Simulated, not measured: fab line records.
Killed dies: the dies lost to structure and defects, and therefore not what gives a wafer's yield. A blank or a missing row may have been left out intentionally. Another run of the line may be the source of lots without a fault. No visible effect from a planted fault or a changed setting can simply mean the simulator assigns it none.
One fault through the eyes of 2 desks | flow nandHarc | each desk holds nothing but its own numbers, with what lay behind them at the end

THE TOOL OWNER'S DESK: rieDiel-02
The tool's own readings at NHARC_P_BONDPAD_ETCH_12 (etches the open film in CHF3/O2, target depth 200 nm, time 100 s): means of the sampled wafers that have a number, for each lot that ran on this tool. Any lot whose mean is over 4 standard deviations away from the usual mean is out of limits and marked OUT; that distance is given in the brackets.
Columns: A = drypumpMotorCurrentA at NHARC_P_BONDPAD_ETCH_12, usual 5.6 A; B = oesProductAu at NHARC_P_BONDPAD_ETCH_12, usual 0.941 a.u.; C = rfFwdPowerW at NHARC_P_BONDPAD_ETCH_12, usual 496.9 W; D = rfVppV at NHARC_P_BONDPAD_ETCH_12, usual 370.2 V; E = showerheadPlenumPTorr at NHARC_P_BONDPAD_ETCH_12, usual 2.38 Torr; F = throttleValvePct at NHARC_P_BONDPAD_ETCH_12, usual 20.572 %
lot  | first seen here | A   | B                | C                       | D     | E    | F
L220 | day 6 14:35     | 5.4 | 0.947            | 496.7                   | 367.2 | 2.28 | 20.575
L238 | day 14 05:25    | 5.5 | 1.202 (+12) OUT  | 697.9 (+99 or more) OUT | 370.8 | 2.41 | 20.570
L239 | day 14 05:53    | 5.4 | 1.144 (+9.2) OUT | 696.4 (+99 or more) OUT | 370.3 | 2.36 | 20.571
This desk's finding: out of limits on L238, L239; first on L238, day 14 05:25 (oesProductAu at NHARC_P_BONDPAD_ETCH_12). L220 stayed within limits.

AT THE METROLOGY DESK
What the gauges read, lot by lot, whatever tool the lot ran on: means of the sampled wafers that have a number. Any lot whose mean is over 4 standard deviations away from the usual mean is out of limits and marked OUT; that distance is given in the brackets.
Columns: A = cdNm at NHARC_P_BONDPAD_CD_MEAS_09, usual 499.3 nm; B = overlayXNm at NHARC_P_BONDPAD_OVL_MEAS_38, usual 3 nm; C = overlayYNm at NHARC_P_BONDPAD_OVL_MEAS_38, usual 2 nm; D = cdNm at NHARC_P_BONDPAD_CD_MEAS_13, usual 498.7 nm
lot  | first seen here | A     | B  | C  | D
L220 | day 6 14:10     | 499.8 | 12 | 4  | 499.9
L229 | day 10 13:54    | 500.4 | -2 | -1 | 500.2
L231 | day 11 13:14    | 498.6 | -5 | 14 | 497.7
L233 | day 12 00:11    | 497.1 | 6  | 12 | 496.2
L238 | day 14 05:01    | 500.1 | 2  | 1  | 502.3
L239 | day 14 05:28    | 499.1 | -3 | 6  | 501.1
This desk's finding: nothing out of limits on any of the 6 lots.

BROUGHT TOGETHER
On L238, L239, at day 14 05:25, an alarm was possible from the tool owner's desk.
Metrology desk: nothing out of limits seen.
The metrology desk has L238, L239 on record, within its limits.
All the named lots went through NHARC_P_BONDPAD_ETCH_12 on rieDiel-02.

WHAT HAD BEEN PUT IN BY THE SIMULATOR
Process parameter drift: rieDiel-02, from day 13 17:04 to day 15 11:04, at NHARC_P_BONDPAD_ETCH_12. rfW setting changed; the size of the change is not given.
Struck lots among those shown: L238, L239.
Delay in hours, fault start to first out-of-limits reading, by desk: the tool owner's desk at 12.
